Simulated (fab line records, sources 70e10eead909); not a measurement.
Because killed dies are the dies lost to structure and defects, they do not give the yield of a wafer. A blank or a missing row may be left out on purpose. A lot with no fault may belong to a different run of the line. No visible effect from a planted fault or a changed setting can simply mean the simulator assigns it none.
fab line records -- flow nand_harc
[record] lots = 6, wafers = 18, last_day = 33
route steps=1302 shown A_ONON_D2@546 END@1302
lots untouched by any fault: they come from a run of this same line in which no faults occurred
start_h: hours from the record's first day to the start of the lot's first wafer shown -- wait_h: hours from the lot's prior step to this one -- " identical to the entry in the row above -- L1.1+2: several wafers, shown together as one row -- - either no value or no given start -- * or withheld: withheld -- < > ~ a bound
route shown NAME@n: a module of which the file shows steps, and the number in the route of the first -- usual: mean/standard deviation of fault-free wafers -- same: alike in all rows -- chamber/n: place in a boat -- sites: the reading at each site -- _std_site: how widely they spread, as a standard deviation -- _edge_site: outer sites' mean less inner sites' -- radius_mm: how far each site lies from the wafer's centre -- mask NAME#n: copy n -- behind: the last tool/chamber to shape the wafer -- hold: the reason the lot was held/the length of the hold in hours/how it ended -- device: which transistor (n, p or np) failed to switch -- end of line: the tests these same wafers got at the end of their route -- for a step that has no rows: nothing shown but its recipe -- killed: dies that structure and defects cost at the first sort, which is not the same as the wafer's yield -- map: per-die view of a wafer (x killed, . not killed, _ where there is no die)
set.NAME: the setting as run; set.NAME@STEP: as run at that earlier step -- model.NAME: the simulator's own value behind a step, which no gauge read
a table for each step, a row for each wafer; lots at some steps of the route
services: a tool's chamber out of use, with start hour (start_h, from the record's first day; less than 0 if before it), hours out, and reason
[[steps]]
[step NHARC_A_ONON_D2_THK_MEAS_02]
[recipe] thk_meas_gauge = ellipsometry
[usual] thk_nm = 1000/12
lot.wafer,tool,chamber,start_h,wait_h,thk_nm
L352.3,film_metro-01,-,322.95,-,1004
L352.4,film_metro-01,-,322.95,-,1006
L352.6,film_metro-01,-,322.95,-,1006
L354.2,film_metro-02,-,330.81,-,1003
L354.4,film_metro-02,-,330.81,-,1005
L354.6,film_metro-02,-,330.81,-,1003
L358.1,film_metro-01,-,376.20,-,1007
L358.3,film_metro-01,-,376.20,-,1006
L358.6,film_metro-01,-,376.20,-,1005
L360.1,film_metro-02,-,392.71,-,1020
L360.5,film_metro-02,-,392.71,-,1021
L360.6,film_metro-02,-,392.71,-,1020
L365.1,film_metro-01,-,449.03,-,1005
L365.3,film_metro-01,-,449.03,-,1005
L365.6,film_metro-01,-,449.03,-,1004
L368.2,film_metro-01,-,487.15,-,1002
L368.4,film_metro-01,-,487.15,-,1001
L368.5,film_metro-01,-,487.15,-,1001
[step NHARC_A_ONON_D2_DEP_03]
[recipe] target_thk_a = 10000, n2_flow_sccm = 2750, n2o_flow_sccm = 2000, nh3_flow_sccm = 500, sih4_flow_sccm = 210, temp_c = 400
[step NHARC_A_ONON_D2_THK_MEAS_05]
[recipe] thk_meas_gauge = ellipsometry
[usual] thk_nm = 1000/9.6
lot.wafer,tool,chamber,start_h,wait_h,thk_nm
L352.3,film_metro-02,-,323.53,-,993
L352.4,film_metro-02,-,323.53,-,991
L352.6,film_metro-02,-,323.53,-,993
L354.2,film_metro-01,-,331.37,-,1010
L354.4,film_metro-01,-,331.37,-,1009
L354.6,film_metro-01,-,331.37,-,1011
L358.1,film_metro-01,-,376.76,-,998
L358.3,film_metro-01,-,376.76,-,994
L358.6,film_metro-01,-,376.76,-,995
L360.1,film_metro-01,-,393.27,-,995
L360.5,film_metro-01,-,393.27,-,995
L360.6,film_metro-01,-,393.27,-,995
L365.1,film_metro-01,-,449.59,-,1019
L365.3,film_metro-01,-,449.59,-,1020
L365.6,film_metro-01,-,449.59,-,1019
L368.2,film_metro-02,-,487.72,-,996
L368.4,film_metro-02,-,487.72,-,995
L368.5,film_metro-02,-,487.72,-,994
[step NHARC_A_ONON_D2_DEP_06]
[recipe] target_thk_a = 10000, n2_flow_sccm = 2750, n2o_flow_sccm = 2000, nh3_flow_sccm = 500, sih4_flow_sccm = 210, temp_c = 400
[step NHARC_A_ONON_D2_THK_MEAS_08]
[recipe] thk_meas_gauge = ellipsometry
[usual] thk_nm = 1001/11
lot.wafer,tool,chamber,start_h,wait_h,thk_nm
L352.3,film_metro-01,-,324.09,-,1010
L352.4,film_metro-01,-,324.09,-,1009
L352.6,film_metro-01,-,324.09,-,1011
L354.2,film_metro-02,-,331.94,-,1011
L354.4,film_metro-02,-,331.94,-,1011
L354.6,film_metro-02,-,331.94,-,1010
L358.1,film_metro-01,-,377.33,-,996
L358.3,film_metro-01,-,377.33,-,996
L358.6,film_metro-01,-,377.33,-,996
L360.1,film_metro-02,-,393.84,-,1012
L360.5,film_metro-02,-,393.84,-,1011
L360.6,film_metro-02,-,393.84,-,1014
L365.1,film_metro-02,-,450.15,-,1014
L365.3,film_metro-02,-,450.15,-,1012
L365.6,film_metro-02,-,450.15,-,1011
L368.2,film_metro-02,-,488.30,-,977
L368.4,film_metro-02,-,488.30,-,977
L368.5,film_metro-02,-,488.30,-,976
[step NHARC_A_ONON_D2_DEP_09]
[recipe] target_thk_a = 10000, n2_flow_sccm = 2750, n2o_flow_sccm = 2000, nh3_flow_sccm = 500, sih4_flow_sccm = 210, temp_c = 400
[step NHARC_A_ONON_D2_THK_MEAS_11]
[recipe] thk_meas_gauge = ellipsometry
[usual] thk_nm = 999/13
lot.wafer,tool,chamber,start_h,wait_h,thk_nm
L352.3,film_metro-02,-,324.66,-,1000
L352.4,film_metro-02,-,324.66,-,996
L352.6,film_metro-02,-,324.66,-,999
L354.2,film_metro-02,-,332.51,-,998
L354.4,film_metro-02,-,332.51,-,997
L354.6,film_metro-02,-,332.51,-,998
L358.1,film_metro-01,-,377.90,-,986
L358.3,film_metro-01,-,377.90,-,990
L358.6,film_metro-01,-,377.90,-,989
L360.1,film_metro-02,-,394.41,-,979
L360.5,film_metro-02,-,394.41,-,978
L360.6,film_metro-02,-,394.41,-,979
L365.1,film_metro-01,-,450.72,-,992
L365.3,film_metro-01,-,450.72,-,994
L365.6,film_metro-01,-,450.72,-,991
L368.2,film_metro-01,-,488.86,-,991
L368.4,film_metro-01,-,488.86,-,992
L368.5,film_metro-01,-,488.86,-,989
[step NHARC_A_ONON_D2_DEP_12]
[recipe] target_thk_a = 10000, n2_flow_sccm = 2750, n2o_flow_sccm = 2000, nh3_flow_sccm = 500, sih4_flow_sccm = 210, temp_c = 400
[step NHARC_A_ONON_D2_THK_MEAS_14]
[recipe] thk_meas_gauge = ellipsometry
[usual] thk_nm = 999/9.5
lot.wafer,tool,chamber,start_h,wait_h,thk_nm
L352.3,film_metro-01,-,325.22,-,996
L352.4,film_metro-01,-,325.22,-,998
L352.6,film_metro-01,-,325.22,-,997
L354.2,film_metro-02,-,333.07,-,991
L354.4,film_metro-02,-,333.07,-,989
L354.6,film_metro-02,-,333.07,-,991
L358.1,film_metro-01,-,378.46,-,1031
L358.3,film_metro-01,-,378.46,-,1028
L358.6,film_metro-01,-,378.46,-,1028
L360.1,film_metro-02,-,394.98,-,1010
L360.5,film_metro-02,-,394.98,-,1009
L360.6,film_metro-02,-,394.98,-,1010
L365.1,film_metro-01,-,451.28,-,1005
L365.3,film_metro-01,-,451.28,-,1003
L365.6,film_metro-01,-,451.28,-,1006
L368.2,film_metro-02,-,489.43,-,1002
L368.4,film_metro-02,-,489.43,-,1001
L368.5,film_metro-02,-,489.43,-,1002
[step NHARC_A_ONON_D2_ANNEAL_15]
[recipe] temp_c = 750, time_s = 3600
[step NHARC_A_ONON_D2_DEP_16]
[recipe] target_thk_a = 10000, n2_flow_sccm = 2750, n2o_flow_sccm = 2000, nh3_flow_sccm = 500, sih4_flow_sccm = 210, temp_c = 400
[step NHARC_A_ONON_D2_THK_MEAS_18]
[recipe] thk_meas_gauge = ellipsometry
[usual] thk_nm = 996/12
lot.wafer,tool,chamber,start_h,wait_h,thk_nm
L352.3,film_metro-02,-,332.69,-,1000
L352.4,film_metro-02,-,332.69,-,1000
L352.6,film_metro-02,-,332.69,-,1001
L354.2,film_metro-02,-,340.27,-,1003
L354.4,film_metro-02,-,340.27,-,1001
L354.6,film_metro-02,-,340.27,-,1004
L358.1,film_metro-01,-,387.65,-,975
L358.3,film_metro-01,-,387.65,-,976
L358.6,film_metro-01,-,387.65,-,975
L360.1,film_metro-01,-,402.97,-,1003
L360.5,film_metro-01,-,402.97,-,1000
L360.6,film_metro-01,-,402.97,-,1002
L365.1,film_metro-02,-,460.54,-,987
L365.3,film_metro-02,-,460.54,-,989
L365.6,film_metro-02,-,460.54,-,987
L368.2,film_metro-02,-,496.77,-,999
L368.4,film_metro-02,-,496.77,-,1000
L368.5,film_metro-02,-,496.77,-,999
[step NHARC_A_ONON_D2_DEP_19]
[recipe] target_thk_a = 10000, n2_flow_sccm = 2750, n2o_flow_sccm = 2000, nh3_flow_sccm = 500, sih4_flow_sccm = 210, temp_c = 400
lot.wafer,tool,chamber,start_h,wait_h
L352.3+4+6,pecvd_onon-03,0,332.86,0.2
L354.2+4+6,pecvd_onon-02,0,340.39,0.1
L358.1+3+6,pecvd_onon-03,0,387.70,0.1
L360.1+5+6,pecvd_onon-03,0,403.02,0.1
L365.1+3+6,pecvd_onon-03,0,460.60,0.1
L368.2+4+5,pecvd_onon-02,0,496.89,0.1
[step NHARC_A_ONON_D2_THK_MEAS_21]
[recipe] thk_meas_gauge = ellipsometry
[usual] thk_nm = 1001/9.4
lot.wafer,tool,chamber,start_h,wait_h,thk_nm
L352.3,film_metro-02,-,333.25,-,977
L352.4,film_metro-02,-,333.25,-,981
L352.6,film_metro-02,-,333.25,-,979
L354.2,film_metro-02,-,340.83,-,1006
L354.4,film_metro-02,-,340.83,-,1005
L354.6,film_metro-02,-,340.83,-,1007
L358.1,film_metro-02,-,388.21,-,937
L358.3,film_metro-02,-,388.21,-,934
L358.6,film_metro-02,-,388.21,-,935
L360.1,film_metro-02,-,403.53,-,940
L360.5,film_metro-02,-,403.53,-,940
L360.6,film_metro-02,-,403.53,-,939
L365.1,film_metro-01,-,461.11,-,1007
L365.3,film_metro-01,-,461.11,-,1008
L365.6,film_metro-01,-,461.11,-,1008
L368.2,film_metro-01,-,497.34,-,999
L368.4,film_metro-01,-,497.34,-,1000
L368.5,film_metro-01,-,497.34,-,999
[step NHARC_A_ONON_D2_DEP_22]
[recipe] target_thk_a = 10000, n2_flow_sccm = 2750, n2o_flow_sccm = 2000, nh3_flow_sccm = 500, sih4_flow_sccm = 210, temp_c = 400
[step NHARC_END_SORT_01]
[recipe] temp_c = 25
[usual] killed_at_array = 65/19, killed_at_other = 0.9/1.1, killed_at_periphery = 3.5/2.3, killed_dies = 69/19, killed_open = 3.2/1.8, killed_short = 2.4/1.5
[same] gross_dies = 677
lot.wafer,tool,chamber,start_h,wait_h,killed_at_array,killed_at_other,killed_at_periphery,killed_dies,killed_open,killed_short
L354.2,prober-01,0,619.54,2.8,81,0,6,87,2,0
L354.4,prober-01,0,621.13,3.4,85,0,3,88,3,2
L354.6,prober-01,0,622.72,4.0,83,1,4,88,3,2
L360.1,prober-01,0,676.05,2.5,675,1,1,677,4,2
L360.5,prober-01,0,679.32,3.8,675,0,2,677,4,1
L360.6,prober-01,0,680.14,4.1,677,0,0,677,3,0
L358.1,prober-02,0,683.87,2.5,673,0,4,677,3,1
L358.3,prober-02,0,685.46,3.1,674,1,2,677,1,1
L358.6,prober-02,0,687.85,4.0,672,2,3,677,5,1
L365.1,prober-02,0,726.42,2.5,102,0,3,105,2,3
L365.3,prober-02,0,728.03,3.1,92,0,4,96,4,2
L365.6,prober-02,0,730.44,4.0,104,1,4,109,1,5
L368.2,prober-02,0,780.72,2.8,54,0,1,55,3,1
L368.4,prober-02,0,782.30,3.4,67,1,4,72,4,1
L368.5,prober-02,0,783.10,3.7,73,0,7,80,3,2
// killed by level:class
L354.2 A_CHANNEL_HOLE_D2:chamber_film_flake=36 A_SLIT:chamber_film_flake=33 A_CHANNEL_HOLE_D1:chamber_film_flake=5 A_STAIRCASE:chamber_film_flake=3 A_M0:geometric_particle:open=2 P_ZERO_WELL:chamber_film_flake=2 P_GATE:chamber_film_flake=2 P_M0:chamber_film_flake=2
L354.4 A_SLIT:chamber_film_flake=38 A_CHANNEL_HOLE_D2:chamber_film_flake=35 A_STAIRCASE:chamber_film_flake=5 A_M0:chamber_film_flake=3 P_BONDPAD:geometric_particle:short=1 A_ONON_D2:geometric_particle:open=1 A_ONON_D2:geometric_particle:short=1 A_CHANNEL_HOLE_D2:geometric_particle:open=1
L354.6 A_SLIT:chamber_film_flake=41 A_CHANNEL_HOLE_D2:chamber_film_flake=27 A_BLC:chamber_film_flake=3 A_M0:chamber_film_flake=3 P_ZERO_WELL:chamber_film_flake=2 A_CHANNEL_HOLE_D1:chamber_film_flake=2 A_STAIRCASE:chamber_film_flake=2 P_M0:geometric_particle:open=1
L360.1 A_ONON_D2:area_dep=600 A_CHANNEL_HOLE_D1:chamber_film_flake=35 A_CHANNEL_HOLE_D2:chamber_film_flake=19 A_STAIRCASE:chamber_film_flake=6 A_CONTACT:chamber_film_flake=5 A_SLIT:chamber_film_flake=2 A_CHANNEL_FILL_D1:geometric_particle:short=1 A_CHANNEL_FILL_D1:geometric_particle:open=1
L360.5 A_ONON_D2:area_dep=608 A_CHANNEL_HOLE_D1:chamber_film_flake=28 A_CHANNEL_HOLE_D2:chamber_film_flake=23 A_CONTACT:chamber_film_flake=6 A_STAIRCASE:chamber_film_flake=4 P_M1:geometric_particle:open=1 A_ONON_D2:geometric_particle:open=1 A_CHANNEL_HOLE_D2:geometric_particle:open=1
L360.6 A_ONON_D2:area_dep=605 A_CHANNEL_HOLE_D1:chamber_film_flake=41 A_CHANNEL_HOLE_D2:chamber_film_flake=19 A_STAIRCASE:chamber_film_flake=3 A_CONTACT:chamber_film_flake=3 A_CHANNEL_FILL_D2:geometric_particle:open=2 A_WL_FILL:chamber_film_flake=2 A_WL_FILL:geometric_particle:open=1
L358.1 A_ONON_D2:area_dep=599 A_SLIT:chamber_film_flake=31 A_CHANNEL_HOLE_D1:chamber_film_flake=29 A_STAIRCASE:chamber_film_flake=5 A_WL_FILL:chamber_film_flake=3 P_STI:chamber_film_flake=2 A_SGD_CUT:chamber_film_flake=2 P_M0:geometric_particle:open=1
L358.3 A_ONON_D2:area_dep=595 A_CHANNEL_HOLE_D1:chamber_film_flake=36 A_SLIT:chamber_film_flake=30 A_SGD_CUT:chamber_film_flake=5 A_STAIRCASE:chamber_film_flake=3 A_WL_FILL:chamber_film_flake=2 P_CONTACT:geometric_particle:open=1 A_BLC:geometric_particle:short=1
L358.6 A_ONON_D2:area_dep=584 A_SLIT:chamber_film_flake=41 A_CHANNEL_HOLE_D1:chamber_film_flake=34 A_ONON_D1:geometric_particle:open=2 A_STAIRCASE:chamber_film_flake=2 A_CONTACT:chamber_film_flake=2 THIN_TSV:chamber_film_flake=2 A_SOURCE_PLATE:geometric_particle:short=1
L365.1 A_CHANNEL_HOLE_D1:chamber_film_flake=37 A_SLIT:chamber_film_flake=34 A_CHANNEL_HOLE_D2:chamber_film_flake=23 A_CONTACT:chamber_film_flake=3 P_CONTACT:geometric_particle:open=1 A_CHANNEL_FILL_D2:geometric_particle:open=1 A_SLIT:geometric_particle:short=1 A_M0:geometric_particle:short=1
L365.3 A_SLIT:chamber_film_flake=37 A_CHANNEL_HOLE_D1:chamber_film_flake=31 A_CHANNEL_HOLE_D2:chamber_film_flake=17 A_STAIRCASE:chamber_film_flake=2 P_M0:geometric_particle:open=1 P_M1:geometric_particle:open=1 P_M1:geometric_particle:short=1 A_ONON_D1:geometric_particle:short=1
L365.6 A_CHANNEL_HOLE_D1:chamber_film_flake=36 A_SLIT:chamber_film_flake=30 A_CHANNEL_HOLE_D2:chamber_film_flake=20 A_CONTACT:chamber_film_flake=8 A_STAIRCASE:chamber_film_flake=3 A_ONON_D1:geometric_particle:short=2 P_M0:chamber_film_flake=2 A_ONON_D1:geometric_particle:open=1
L368.2 A_SLIT:chamber_film_flake=31 A_CHANNEL_HOLE_D1:chamber_film_flake=6 A_CHANNEL_HOLE_D2:chamber_film_flake=4 A_CONTACT:chamber_film_flake=4 A_STAIRCASE:chamber_film_flake=3 A_DECK1_JOINT:chamber_film_flake=2 A_DECK1_JOINT:geometric_particle:short=1 A_ONON_D2:geometric_particle:open=1
L368.4 A_SLIT:chamber_film_flake=34 A_CHANNEL_HOLE_D1:chamber_film_flake=13 A_CHANNEL_HOLE_D2:chamber_film_flake=7 A_STAIRCASE:chamber_film_flake=5 P_CONTACT:chamber_film_flake=2 A_CONTACT:chamber_film_flake=2 A_ONON_D2:geometric_particle:short=1 A_CHANNEL_HOLE_D2:geometric_particle:open=1
L368.5 A_SLIT:chamber_film_flake=40 A_CHANNEL_HOLE_D1:chamber_film_flake=19 A_CONTACT:chamber_film_flake=5 A_STAIRCASE:chamber_film_flake=4 P_GATE:chamber_film_flake=3 P_M0:geometric_particle:open=2 A_CHANNEL_HOLE_D2:chamber_film_flake=2 P_CONTACT:geometric_particle:short=1
// map L358.1 (x killed, . not)
____________x____________
_________xxxxxxx_________
_______xxxxxxxxxxx_______
______xxxxxxxxxxxxx______
_____xxxxxxxxxxxxxxx_____
____xxxxxxxxxxxxxxxxx____
____xxxxxxxxxxxxxxxxx____
___xxxxxxxxxxxxxxxxxxx___
___xxxxxxxxxxxxxxxxxxx___
__xxxxxxxxxxxxxxxxxxxxx__
__xxxxxxxxxxxxxxxxxxxxx__
_xxxxxxxxxxxxxxxxxxxxxxx_
_xxxxxxxxxxxxxxxxxxxxxxx_
_xxxxxxxxxxxxxxxxxxxxxxx_
_xxxxxxxxxxxxxxxxxxxxxxx_
_xxxxxxxxxxxxxxxxxxxxxxx_
xxxxxxxxxxxxxxxxxxxxxxxxx
xxxxxxxxxxxxxxxxxxxxxxxxx
xxxxxxxxxxxxxxxxxxxxxxxxx
xxxxxxxxxxxxxxxxxxxxxxxxx
xxxxxxxxxxxxxxxxxxxxxxxxx
_xxxxxxxxxxxxxxxxxxxxxxx_
_xxxxxxxxxxxxxxxxxxxxxxx_
_xxxxxxxxxxxxxxxxxxxxxxx_
_xxxxxxxxxxxxxxxxxxxxxxx_
_xxxxxxxxxxxxxxxxxxxxxxx_
__xxxxxxxxxxxxxxxxxxxxx__
__xxxxxxxxxxxxxxxxxxxxx__
___xxxxxxxxxxxxxxxxxxx___
___xxxxxxxxxxxxxxxxxxx___
____xxxxxxxxxxxxxxxxx____
____xxxxxxxxxxxxxxxxx____
_____xxxxxxxxxxxxxxx_____
______xxxxxxxxxxxxx______
_______xxxxxxxxxxx_______
_________xxxxxxx_________
____________x____________
// map L360.1 (x killed, . not)
____________x____________
_________xxxxxxx_________
_______xxxxxxxxxxx_______
______xxxxxxxxxxxxx______
_____xxxxxxxxxxxxxxx_____
____xxxxxxxxxxxxxxxxx____
____xxxxxxxxxxxxxxxxx____
___xxxxxxxxxxxxxxxxxxx___
___xxxxxxxxxxxxxxxxxxx___
__xxxxxxxxxxxxxxxxxxxxx__
__xxxxxxxxxxxxxxxxxxxxx__
_xxxxxxxxxxxxxxxxxxxxxxx_
_xxxxxxxxxxxxxxxxxxxxxxx_
_xxxxxxxxxxxxxxxxxxxxxxx_
_xxxxxxxxxxxxxxxxxxxxxxx_
_xxxxxxxxxxxxxxxxxxxxxxx_
xxxxxxxxxxxxxxxxxxxxxxxxx
xxxxxxxxxxxxxxxxxxxxxxxxx
xxxxxxxxxxxxxxxxxxxxxxxxx
xxxxxxxxxxxxxxxxxxxxxxxxx
xxxxxxxxxxxxxxxxxxxxxxxxx
_xxxxxxxxxxxxxxxxxxxxxxx_
_xxxxxxxxxxxxxxxxxxxxxxx_
_xxxxxxxxxxxxxxxxxxxxxxx_
_xxxxxxxxxxxxxxxxxxxxxxx_
_xxxxxxxxxxxxxxxxxxxxxxx_
__xxxxxxxxxxxxxxxxxxxxx__
__xxxxxxxxxxxxxxxxxxxxx__
___xxxxxxxxxxxxxxxxxxx___
___xxxxxxxxxxxxxxxxxxx___
____xxxxxxxxxxxxxxxxx____
____xxxxxxxxxxxxxxxxx____
_____xxxxxxxxxxxxxxx_____
______xxxxxxxxxxxxx______
_______xxxxxxxxxxx_______
_________xxxxxxx_________
____________x____________
[[services]]
tool,chamber,start_h,hours,kind
pecvd_onon-02,-,366.11,13.0,pm
pecvd_onon-03,-,408.29,13.0,pm
pecvd_onon-02,-,439.45,1.3,repair
[[key]]
[first_sign] step = NHARC_A_ONON_D2_THK_MEAS_21, reading = thk_nm, direction = down, sigmas = 6.8, usual = 1001, struck = 938
[effect] step = NHARC_END_SORT_01, reading = killed_at_array, direction = up, sigmas = 32, usual = 65, struck = 674
[more_kills_born_at] NHARC_A_ONON_D2_DEP_19@pecvd_onon-03 = 3591
met_at NHARC_A_ONON_D2_DEP_19
struck_wafers L358.1,L358.3,L358.6,L360.1,L360.5,L360.6
later_rows_left_out L358.1,L358.3,L358.6,L360.1,L360.5,L360.6
tester_left_out L358,L360
onset_between 332.86 387.70
[fault] kind = process_parameter_drift, tool = pecvd_onon-03, chamber = -, onset_h = 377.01, steps = NHARC_A_ONON_D2_DEP_19, channel = target_thk_a, offset = *, shape = step, end_h = 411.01, acts_in = *, stated = *
// tester_left_out: of these lots the tester's yield and bins aren't shown, on N5 and GAA mostly nor the transistor test; their killed dies are dies lost to structure and defects alone, not to doping, threshold or leakage, so they don't give the yield
// later_rows_left_out: the simulator's readings of these wafers behind a module that went badly wrong aren't trusted and aren't shown, but for the sort
